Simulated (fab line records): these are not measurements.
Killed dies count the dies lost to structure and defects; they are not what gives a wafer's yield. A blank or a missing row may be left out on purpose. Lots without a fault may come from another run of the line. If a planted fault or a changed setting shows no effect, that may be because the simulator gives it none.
Code-filled problem report in 8D (eight disciplines) form || flow n5Finfet || the parts of the form that need people (team, actions taken, sign-off) are left out

== 1. PROBLEM STATEMENT ==
Mean of killedAtContacts at N5_PASSIVATION_PROBE_49: 80 across 3 wafers in 2 lots; on wafers with no fault it is 13 (standard deviation 5.4). That puts it +12 standard deviations away from the usual mean.
The first sign was on wafer L818.1 at day 15 20:08, on prober-01. The record holds 9 wafers of 3 lots with a number at this step. Rule for "out", or "out of limits": more than 4 standard deviations from the usual mean. All remaining wafers that have a number are taken as sound.

== 2. WHAT IT IS, AND WHAT IT ISN'T ==
{"question": "which readings at this step", "is": "killedAtContacts", "is not": "killed_at_M0_to_M3, killedAtFrontEnd, killedAtOther, killedOpen, killedShort"}
{"question": "which lots", "is": "L817, L818", "is not": "L815"}
{"question": "which wafers of those lots", "is": "L817.2, L817.6, L818.1", "is not": "L817.5, L818.2, L818.5"}
{"question": "read on which tools", "is": "prober-01, prober-02", "is not": "-"}
{"question": "when", "is": "from day 15 20:08", "is not": "up to then (3 sound wafers); but 3 sound wafers of L817, L818 came after"}

== 3. THE SUSPECTS, EACH WITH WHAT RULES IT OUT ==
Counting: any tool at a process step up to the reading remains a suspect provided it ran every lot that is out. Sound lots after the first of them don't rule it out here, since some wafers of a struck lot are sound.
- rieDiel-03 at N5_MOL_CONTACT_COAG_ETCHBACK_136 (etches SiO2 in CHF3, target depth 25 nm, time 16.7 s): kept. It ran every lot that is out, first L817 (day 8 10:23).
- At N5_MOL_CONTACT_COAG_ETCHBACK_136, inside rieDiel-03: chamber 2 took the wafers that are out, while their sound lot-mates went through chambers 0, 3.
Remaining after the count: rieDiel-03 at N5_MOL_CONTACT_COAG_ETCHBACK_136.

== 4. THE CAUSE (what the simulator had put in) ==
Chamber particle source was rieDiel-03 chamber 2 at N5_MOL_CONTACT_COAG_ETCHBACK_136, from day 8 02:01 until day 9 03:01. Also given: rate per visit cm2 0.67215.
Counting left only this tool.

== 5. SEQUENCE OF EFFECTS, ordered by route ==
Each row: a reading where the mean over the struck wafers with a number is more than 3 standard deviations away from the usual. Only readings whose record carries a usual standard deviation are examined. hours: median over the lots of the time between each lot's start at the first step of this table that gives one and its start at this step. sigmas: the change, counted in usual standard deviations.
{"hours": 0, "step": "N5_PASSIVATION_PROBE_49", "reading": "defectLimitedYield", "usual": "91.3 %", "on struck wafers": 85.4, "change": -5.9, "sigmas": -4.5}
{"hours": 0, "step": "N5_PASSIVATION_PROBE_49", "reading": "killedAtContacts", "usual": 13, "on struck wafers": 80, "change": "+67", "sigmas": "+12"}
{"hours": 0, "step": "N5_PASSIVATION_PROBE_49", "reading": "killedDies", "usual": 102, "on struck wafers": 173, "change": "+71", "sigmas": "+4.7"}
{"hours": 0, "step": "N5_PASSIVATION_PROBE_49", "reading": "killedOnRim", "usual": 13, "on struck wafers": 32, "change": "+19", "sigmas": "+4.7"}
{"hours": 0, "step": "N5_PASSIVATION_PROBE_49", "reading": "sort_bin_5_function", "usual": "5.1 %", "on struck wafers": 8.9, "change": "+3.8", "sigmas": "+4.1"}
{"hours": 0, "step": "N5_PASSIVATION_PROBE_49", "reading": "sortNPass", "usual": 1078, "on struck wafers": 1007, "change": -71, "sigmas": -4.7}
{"hours": 0, "step": "N5_PASSIVATION_PROBE_49", "reading": "sortYieldPct", "usual": "91.3 %", "on struck wafers": 85.4, "change": -5.9, "sigmas": -4.6}
Here are the process steps it includes:
- N5_PASSIVATION_PROBE_49

== 6. HOW IT WOULD HAVE BEEN CAUGHT EARLIER ==
First out-of-limits reading in this record: day 15 20:08, which is 186 hours after fault onset at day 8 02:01.
Tool readings at N5_MOL_CONTACT_COAG_ETCHBACK_136 with a usual standard deviation given in the record: none out on any struck wafer, hence no alarm at a limit of 4 standard deviations on them.
Lots out: 2; all had begun N5_MOL_CONTACT_COAG_ETCHBACK_136 on rieDiel-03 by day 15 20:08. None of them would have been spared by holding the tool at that moment.
